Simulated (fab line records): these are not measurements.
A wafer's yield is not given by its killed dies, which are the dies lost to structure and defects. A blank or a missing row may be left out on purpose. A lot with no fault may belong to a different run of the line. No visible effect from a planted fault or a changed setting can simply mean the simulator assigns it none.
Split-lot experiment | flow n5_finfet | route with 1938 steps; 7 lots, 21 wafers read

== THE SPLIT ==
At N5_BEOL_M6_PECVD_70 (deposits SiO2 from TEOS/O2, target thk 20 nm, time 22.7 s), the setting temp_c was moved away from the recipe's 400 C on 8 of the 21 wafers read, by +1.3% to +4.1%. All remaining wafers had this setting at the recipe value.

== FROM THE SPLIT TO THE READING: what the file shows between them, 9 steps ==
- N5_BEOL_M6_COAT_59: time 60 s, resist thk 100 nm (also split here: spin_rpm)
- N5_BEOL_M6_COAT_60: time 60 s, resist thk 35 nm
- N5_BEOL_M6_COAT_05: resist thk 90 nm
- N5_BEOL_M6_DESCUM_16: chemistry O2, time 7.9 s
- N5_BEOL_M6_ETCH_61: etches SiARC in CF4, target depth 45.5 nm, time 75.8 s
- N5_BEOL_M6_ETCH_62: etches SOC in N2/H2, target depth 110 nm, overetch 22 nm, time 165 s
- N5_BEOL_M6_STRIP_68: strips in N2/H2
- N5_BEOL_M6_STRIP_67: strips in CF4
- N5_BEOL_M6_STRIP_80: strips in N2/H2, time 10 s

== THE READING ==
SiO2_of_BEOL_M6_PECVD_70.thk_nm (the simulator's own value, which no gauge read), in nm, at N5_BEOL_M6_HM_STRIP_39 (strips TiN in peroxide tin strip, target depth 25 nm, time 158 s). There is no usual value for it anywhere in the file. Across the 13 wafers here that went through the recipe, the average is 19.8 nm and the standard deviation 0.27 nm.

wafer  | tool, chamber at the split | temp_c as run, C | against the recipe | SiO2_of_BEOL_M6_PECVD_70.thk_nm, nm | against lot-mates on the recipe
L076.1 | pecvd-04, 0                | 400              | recipe             | 20                                  | -
L076.5 | pecvd-04, 0                | 400              | recipe             | 20                                  | -
L076.2 | pecvd-04, 0                | 400              | recipe             | 20.2                                | -
L080.1 | pecvd-01, 0                | 409              | +2.2%              | 18.2                                | -1.4
L080.3 | pecvd-01, 1                | 400              | recipe             | 19.4                                | -
L080.6 | pecvd-01, 0                | 400              | recipe             | 19.8                                | -
L089.3 | pecvd-04, 0                | 400              | recipe             | 19.8                                | -
L089.4 | pecvd-04, 1                | 400              | recipe             | 19.8                                | -
L089.5 | pecvd-04, 0                | 411.8            | +3.0%              | 18.6                                | -1.2
L094.1 | pecvd-01, 1                | 400              | recipe             | 19.6                                | -
L094.2 | pecvd-01, 2,0              | 406.1            | +1.5%              | 18.8                                | -0.8
L094.5 | pecvd-01, 2,0              | 406.1            | +1.5%              | 18.8                                | -0.8
L091.2 | pecvd-04, 0                | 416.3            | +4.1%              | 17.6                                | -2.6
L091.4 | pecvd-04, 2                | 416.3            | +4.1%              | 17.8                                | -2.4
L091.6 | pecvd-04, 1                | 400              | recipe             | 20.2                                | -
L095.2 | pecvd-04, 0,1              | 400              | recipe             | 19.4                                | -
L095.3 | pecvd-04, 0,1              | 400              | recipe             | 19.6                                | -
L095.6 | pecvd-04, 0                | 400              | recipe             | 19.8                                | -
L096.2 | pecvd-03, 2                | 405.1            | +1.3%              | 18.8                                | -1.4
L096.4 | pecvd-03, 1                | 400              | recipe             | 20.2                                | -
L096.6 | pecvd-03, 2                | 405.1            | +1.3%              | 19.4                                | -0.8
Rows listing several chambers each stand for several wafers; the file does not say which wafer went through which chamber.

THE FIT
A straight line over all 21 wafers: SiO2_of_BEOL_M6_PECVD_70.thk_nm changes by -0.531 nm for each +1% of temp_c; r = -0.93; the points scatter about the line by 0.28 nm.
The same after taking each lot's own level away (the mean of its wafers on the recipe; 21 wafers): -0.583 nm for each +1%; r = -0.96; scatter 0.22 nm.
According to that fit, moving temp_c by its largest amount changes the reading by 2.4 nm.
Measured against the standard deviation above, the lots' own levels, which go from 19.60 to 20.20 nm, span 2.2 times it.
Consequently the slope shifts little with the lot-to-lot level, the two slopes agreeing.
Check: for one of the wafers moved furthest among these (+4.1%), held out of the fit, the line's prediction against its lot-mates is -2.3 nm. It came out at -2.6 nm against them.

== FURTHER SPLITS ON THESE WAFERS ==
Before the reading, these wafers also passed through other splits. Each is held against what the fit with the lots' levels taken away leaves over:
other split on the same wafers | wafers away from the commonest value | r with SiO2_of_BEOL_M6_PECVD_70.thk_nm (lot level and that fit taken away)
N5_BEOL_M5_EXPOSE_25 dose_mj   | 10                                   | +0.20
N5_BEOL_M5_ETCH_68 time_s      | 8                                    | -0.03
N5_BEOL_M6_COAT_59 spin_rpm    | 6                                    | +0.48

== THE WHOLE CHAIN: every reading that the file lists as answering this split, in the file's order ==
step                   | what it does                                                     | reading                                                                          | change (the file's fit)               | r (the file's)
N5_BEOL_M6_PECVD_70    | deposits SiO2 from TEOS/O2, target thk 20 nm, time 22.7 s        | SiO2_of_BEOL_M6_PECVD_70.thk_nm (the simulator's own value, which no gauge read) | -0.531 nm for each +1% of the setting | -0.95
N5_BEOL_M6_HM_STRIP_39 | strips TiN in peroxide tin strip, target depth 25 nm, time 158 s | SiO2_of_BEOL_M6_PECVD_70.thk_nm (the simulator's own value, which no gauge read) | -0.568 nm for each +1% of the setting | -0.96

== THE FILE'S OWN FIT ==
SiO2_of_BEOL_M6_PECVD_70.thk_nm changes by -0.568 nm for each +1% of temp_c, r = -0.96.
